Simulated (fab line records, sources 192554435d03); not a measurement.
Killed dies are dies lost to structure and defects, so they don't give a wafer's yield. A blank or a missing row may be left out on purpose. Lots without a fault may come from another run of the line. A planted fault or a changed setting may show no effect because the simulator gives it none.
fab line records | flow n5_finfet
record lots=7 wafers=39
route steps=1938 shown FIN_SAQP@102 DUMMY_GATE@237 MOL_CONTACT_COAG@629
start_h: hours from the record's first day to the start of the lot's first wafer shown | wait_h: hours since the lot's step before | " the same as in the row above | L1.1+2: a row that stands for several wafers | - no value, or no start given | * or withheld: withheld | < > ~ a bound
route shown NAME@n: a module of which the file shows steps, and the number in the route of the first | usual: mean/standard deviation of fault-free wafers | same: alike in all rows | chamber/n: place in a boat | sites: the reading at each site | _std_site: their standard deviation | _edge_site: outer sites' mean less inner sites' | radius_mm: how far each site lies from the wafer's centre | mask NAME#n: copy n | behind: the tool/chamber that last shaped the wafer | hold: why the lot was held/for how many hours/how that ended | device: the transistor (n, p or np) that didn't switch | end of line: the same wafers' tests at the end of the route | a step without rows: its recipe alone | killed: dies lost to structure and defects at the first sort, not the wafer's yield | map: a wafer's dies, x killed, . not, _ none there
set.NAME: the setting as run; set.NAME@STEP: as run at that earlier step | model.NAME: the simulator's own value behind a step, which no gauge read
lots whose settings were changed on purpose; a table a step, a row a wafer
## steps
# step N5_FIN_SAQP_HM_DEP_72
# recipe material=SiO2 target_thk_a=120 temp_c=400 precursor=SiH4/N2O pressure_torr=0.75 rf_w=275 time_s=7.2
# columns lot.wafer tool chamber start_h wait_h set.time_s model.SiO2_of_FIN_SAQP_HM_DEP_72.thk_nm
L074.1 pecvd-03 0 23.11 0.0 7.2 11.79
L074.2 " 1 " " 7.2 11.78
L074.3 " 0 " " 7.2 11.96
L074.4 " 1 " " 7.2 11.88
L074.5 " 0 " " 7.2 12.09
L074.6 " 1 " " 7.2 12.07
L082.1 pecvd-04 0 69.29 0.0 6.349 10.59
L082.2 " 2 " " 7.2 11.95
L082.3 " 1 " " 7.2 12.06
L082.4 " 2 " " 6.349 10.62
L082.5 " 0 " " 6.349 10.81
L082.6 " 1 " " 7.2 12.35
L083.1 pecvd-04 0 75.85 0.0 7.2 11.94
L083.3 " 2 " " 7.2 11.98
L083.6 " 0 " " 7.2 12.23
L085.1 pecvd-01 0 87.34 0.0 7.2 11.75
L085.2 " 2 " " 8.282 13.52
L085.3 " 1 " " 8.282 13.43
L085.4+6 " 1,2 " " 7.2 11.9
L085.5 " 0 " " 8.282 13.8
L087.1 pecvd-04 0 100.64 0.0 8.105 13.51
L087.2 " 1 " " 7.2 11.92
L087.3 " 2 " " 7.2 11.97
L087.4 " 2 " " 7.2 12.11
L087.5 " 0 " " 8.105 13.87
L087.6 " 1 " " 8.105 13.78
L095.1 pecvd-04 1 147.83 0.0 7.627 12.66
L095.2 " 2 " " 7.627 12.65
L095.3 " 0 " " 7.2 12.01
L095.4 " 2 " " 7.2 12.08
L095.5 " 0 " " 7.627 12.91
L095.6 " 1 " " 7.2 12.26
L096.1 pecvd-04 1 153.27 0.0 7.2 11.78
L096.2 " 2 " " 7.2 11.96
L096.3 " 0 " " 7.2 11.92
L096.4 " 2 " " 7.2 11.98
L096.5 " 0 " " 7.2 12.18
L096.6 " 1 " " 7.2 12.3
# step N5_FIN_SAQP_COAT_49
# recipe resist=SOC temp_c=250 time_s=60 spin_rpm=1500 resist_thk_nm=100
# step N5_FIN_SAQP_COAT_50
# recipe resist=SiARC temp_c=220 time_s=60 spin_rpm=1500 resist_thk_nm=35
# step N5_FIN_SAQP_ETCH_52
# recipe chemistry=N2/H2 target=SOC target_depth_a=1000 overetch_a=200 mask_material=SiARC temp_c=40 time_s=150 ion_energy_ev=200 pressure_mtorr=30 source_w=840 bias_w=150 n2_flow_sccm=200 h2_flow_sccm=200 ends=end_point
# step N5_FIN_SAQP_STRIP_53
# recipe chemistry=N2/H2 temp_c=40 n2_flow_sccm=200 h2_flow_sccm=200 rf_frequency_hz=6e+07
# step N5_FIN_SAQP_HM_OPEN_73
# recipe chemistry=CHF3/O2 target=SiO2 stop_on=a-Si target_depth_a=120 over_etch_frac=1.8 mask_material=SOC time_s=16.8 pressure_mtorr=30 source_w=650 bias_w=170 Ar_flow_sccm=200 CHF3_flow_sccm=50 O2_flow_sccm=5 ion_energy_ev=200 ends=end_point
# columns lot.wafer tool chamber start_h wait_h set.time_s@FIN_SAQP_HM_DEP_72 model.etch.depth_nm
L074.1 rie_diel-05 0 24.16 0.0 7.2 11.79
L074.2 " 1 " " 7.2 11.78
L074.3 " 2 " " 7.2 11.96
L074.4 " 3 " " 7.2 11.88
L074.5 " 1 " " 7.2 12.09
L074.6 " 2 " " 7.2 12.07
L082.1 rie_diel-06 2 69.91 0.0 6.349 10.59
L082.2 " 3 " " 7.2 11.95
L082.3 " 0 " " 7.2 12.06
L082.4 " 1 " " 6.349 10.62
L082.5 " 1 " " 6.349 10.81
L082.6 " 2 " " 7.2 12.35
L083.1 rie_diel-06 3 76.59 0.0 7.2 11.94
L083.3 " 2 " " 7.2 11.98
L083.6 " 1 " " 7.2 12.23
L085.1 rie_diel-05 3 88.08 0.0 7.2 11.75
L085.2 " 2 " " 8.282 13.52
L085.3 " 1 " " 8.282 13.43
L085.4+6 " 0 " " 7.2 11.9
L085.5 " 1 " " 8.282 13.8
L087.1 rie_diel-05 1 101.26 0.0 8.105 13.51
L087.2 " 3 " " 7.2 11.92
L087.3 " 2 " " 7.2 11.97
L087.4 " 0 " " 7.2 12.11
L087.5 " 3 " " 8.105 13.87
L087.6 " 2 " " 8.105 13.78
L095.1 rie_diel-04 0 148.57 0.0 7.627 12.66
L095.2 " 3 " " 7.627 12.65
L095.3 " 2 " " 7.2 12.01
L095.4 " 1 " " 7.2 12.08
L095.5 " 2 " " 7.627 12.91
L095.6 " 3 " " 7.2 12.26
L096.1 rie_diel-05 0 154.01 0.0 7.2 11.78
L096.2 " 2 " " 7.2 11.96
L096.3 " 3 " " 7.2 11.92
L096.4 " 1 " " 7.2 11.98
L096.5 " 2 " " 7.2 12.18
L096.6 " 1 " " 7.2 12.3
# step N5_DUMMY_GATE_ETCH_37
# recipe chemistry=N2/H2 target=SOC target_depth_a=600 overetch_a=300 temp_c=40 ion_energy_ev=200 pressure_mtorr=30 source_w=840 bias_w=150 n2_flow_sccm=200 h2_flow_sccm=200
# usual rf_vpp_V=525/3.2
# columns lot.wafer tool chamber start_h wait_h set.source_w rf_vpp_V
L074.1 rie_diel-02 0 48.74 0.0 840 524
L074.2 " 2 " " 840 519
L074.3 " 1 " " 840 521
L074.4 " 3 " " 840 528
L074.5 " 3 " " 840 529
L074.6 " 2 " " 840 518
L082.1 rie_diel-01 3 93.48 0.0 840 525
L082.2 " 1 " " 840 528
L082.3 " 0 " " 840 527
L082.4 " 2 " " 840 520
L082.5 " 2 " " 840 520
L082.6 " 1 " " 840 528
L083.1 rie_diel-02 3 101.57 0.0 840 527
L083.3 " 1 " " 840 519
L083.6 " 3 " " 840 528
L085.1 rie_diel-02 2 114.31 0.0 921.2 503
L085.2 " 0 " " 840 523
L085.3 " 3 " " 921.2 512
L085.4 " 1 " " 921.2 505
L085.5 " 2 " " 840 519
L085.6 " 1 " " 840 520
L087.1 rie_diel-03 2 126.12 0.0 840 527
L087.2 " 3 " " 958.2 505
L087.3 " 0 " " 840 523
L087.4 " 1 " " 840 524
L087.5 " 1 " " 958.2 502
L087.6 " 0 " " 958.2 501
L095.1 rie_diel-02 2 172.26 0.0 840 518
L095.2 " 1 " " 840 520
L095.3 " 0 " " 840 523
L095.4 " 3 " " 840 529
L095.5 " 1 " " 840 520
L095.6 " 0 " " 840 524
L096.1 rie_diel-03 0 179.94 0.0 756.3 541
L096.2 " 3 " " 840 527
L096.3 " 1 " " 756.3 542
L096.4 " 2 " " 840 529
L096.5 " 0 " " 756.3 542
L096.6 " 1 " " 840 523
# step N5_DUMMY_GATE_ETCH_31
# recipe chemistry=C4F6/O2 target=SiO2 mask_material=SOC target_depth_a=825 time_s=27.5 ion_energy_ev=250 pressure_mtorr=30 source_w=345 bias_w=185 Ar_flow_sccm=300 C4F6_flow_sccm=10 O2_flow_sccm=10
# columns lot.wafer tool chamber start_h wait_h set.target_depth_a model.etch.depth_nm model.SOC_of_DUMMY_GATE_COAT_34.thk_nm
L074.1 rie_diel-02 0 49.27 0.2 825 81.9 51.8
L074.2 " 1 " " 909.8 88.67 51.2
L074.3 " 2 " " 825 83.96 51.4
L074.4 " 3 " " 825 80.79 52
L074.5 " 1 " " 909.8 87.91 51.2
L074.6 " 0 " " 909.8 90.19 51.2
L082.1 rie_diel-03 3 93.76 0.0 742.2 73.79 53
L082.2 " 0 " " 825 81.01 52.2
L082.3 " 2 " " 742.2 74.23 52.8
L082.4 " 1 " " 825 82.94 52
L082.5 " 1 " " 825 82.89 51.8
L082.6 " 2 " " 742.2 74.87 53
L083.1 rie_diel-02 3 101.85 0.0 825 81.61 52.2
L083.3 " 1 " " 825 80.63 52
L083.6 " 3 " " 825 81.27 52.2
L085.1 rie_diel-01 3 114.70 0.0 825 84.19 51.8
L085.2 " 1 " " 888.5 87.8 51.2
L085.3 " 0 " " 825 80.21 52
L085.4 " 1 " " 888.5 88.44 51.4
L085.5 " 3 " " 888.5 90.09 51.2
L085.6 " 0 " " 825 80.34 52
L087.1 rie_diel-02 1 126.40 0.1 894.7 87.4 51.2
L087.2 " 3 " " 894.7 88.77 51.6
L087.3 " 2 " " 894.7 90.78 50.8
L087.4 " 0 " " 825 81.37 52
L087.5 " 0 " " 825 80.92 52.2
L087.6 " 3 " " 825 81.62 51.8
L095.1 rie_diel-03 2 172.55 0.0 825 81.41 52
L095.2 " 3 " " 825 82.49 51.8
L095.3 " 1 " " 763.5 75.81 52.6
L095.4 " 0 " " 825 80.87 52
L095.5 " 1 " " 763.5 75.79 52.4
L095.6 " 2 " " 763.5 75.54 52.6
L096.1 rie_diel-03 2 180.33 0.0 780.1 77.47 52.6
L096.2 " 1 " " 825 82.45 52.2
L096.3 " 3 " " 780.1 77.58 52.4
L096.4 " 0 " " 780.1 77.96 52.4
L096.5 " 3 " " 825 82.29 52
L096.6 " 2 " " 825 81.45 52.2
# step N5_MOL_CONTACT_COAG_ANNEAL_112
# recipe temp_c=400 time_s=1800 ambient=HPD2 pressure_atm=10
# usual wafer_temp_C_max=401.7/0.37
# columns lot.wafer tool chamber start_h wait_h set.temp_c wafer_temp_C_max
L074.1 hp_anneal-01 0 101.14 0.0 393.6 395.5
L074.2 " 0 " " 393.6 394.8
L074.3 " 0 " " 393.6 395.6
L074.4 " 0 " " 393.6 395.1
L074.5 " 0 " " 393.6 396.1
L074.6 " 0 " " 393.6 395.9
L082.1 hp_anneal-01 0 147.93 0.0 400 401.3
L082.2 " 0 " " 400 402.1
L082.3 " 0 " " 400 401.0
L082.4 " 0 " " 400 401.7
L082.5 " 0 " " 400 401.7
L082.6 " 0 " " 400 402.4
L083.1 hp_anneal-01 0 158.98 0.0 400 402.7
L083.3 " 0 " " 400 402.0
L083.6 " 0 " " 400 401.5
L085.1 hp_anneal-01 0 173.04 0.0 391.1 392.6
L085.2 " 0 " " 391.1 392.6
L085.3 " 0 " " 391.1 392.4
L085.4 " 0 " " 391.1 392.4
L085.5 " 0 " " 391.1 392.9
L085.6 " 0 " " 391.1 392.7
L087.1 hp_anneal-01 0 184.15 0.8 412.3 413.8
L087.2 " 0 " " 412.3 413.9
L087.3 " 0 " " 412.3 413.4
L087.4 " 0 " " 412.3 413.5
L087.5 " 0 " " 412.3 413.3
L087.6 " 0 " " 412.3 414.6
L095.1 hp_anneal-01 0 229.65 0.0 389.7 391.1
L095.2 " 0 " " 389.7 391.7
L095.3 " 0 " " 389.7 390.8
L095.4 " 0 " " 389.7 391.4
L095.5 " 0 " " 389.7 391.6
L095.6 " 0 " " 389.7 391.2
L096.1 hp_anneal-01 0 236.00 0.0 392.9 394.2
L096.2 " 0 " " 392.9 394.9
L096.3 " 0 " " 392.9 394.5
L096.4 " 0 " " 392.9 394.5
L096.5 " 0 " " 392.9 395.0
L096.6 " 0 " " 392.9 394.6
## key
split step=N5_FIN_SAQP_HM_DEP_72 setting=time_s stated=7.2 by=wafer
response step=N5_FIN_SAQP_HM_DEP_72 reading=model.SiO2_of_FIN_SAQP_HM_DEP_72.thk_nm change=+0.122 per=1% r=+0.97
response step=N5_FIN_SAQP_HM_OPEN_73 reading=model.etch.depth_nm change=+0.122 per=1% r=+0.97
split step=N5_DUMMY_GATE_ETCH_37 setting=source_w stated=840 by=wafer
response step=N5_DUMMY_GATE_ETCH_37 reading=rf_vpp_V change=-1.54 per=1% r=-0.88
split step=N5_DUMMY_GATE_ETCH_31 setting=target_depth_a stated=825 by=wafer
response step=N5_DUMMY_GATE_ETCH_31 reading=model.etch.depth_nm change=+0.798 per=1% r=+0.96
response step=N5_DUMMY_GATE_ETCH_31 reading=model.SOC_of_DUMMY_GATE_COAT_34.thk_nm change=-0.0782 per=1% r=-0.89
split step=N5_MOL_CONTACT_COAG_ANNEAL_112 setting=temp_c stated=400 by=lot
response step=N5_MOL_CONTACT_COAG_ANNEAL_112 reading=wafer_temp_C_max change=* per=1% r=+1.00
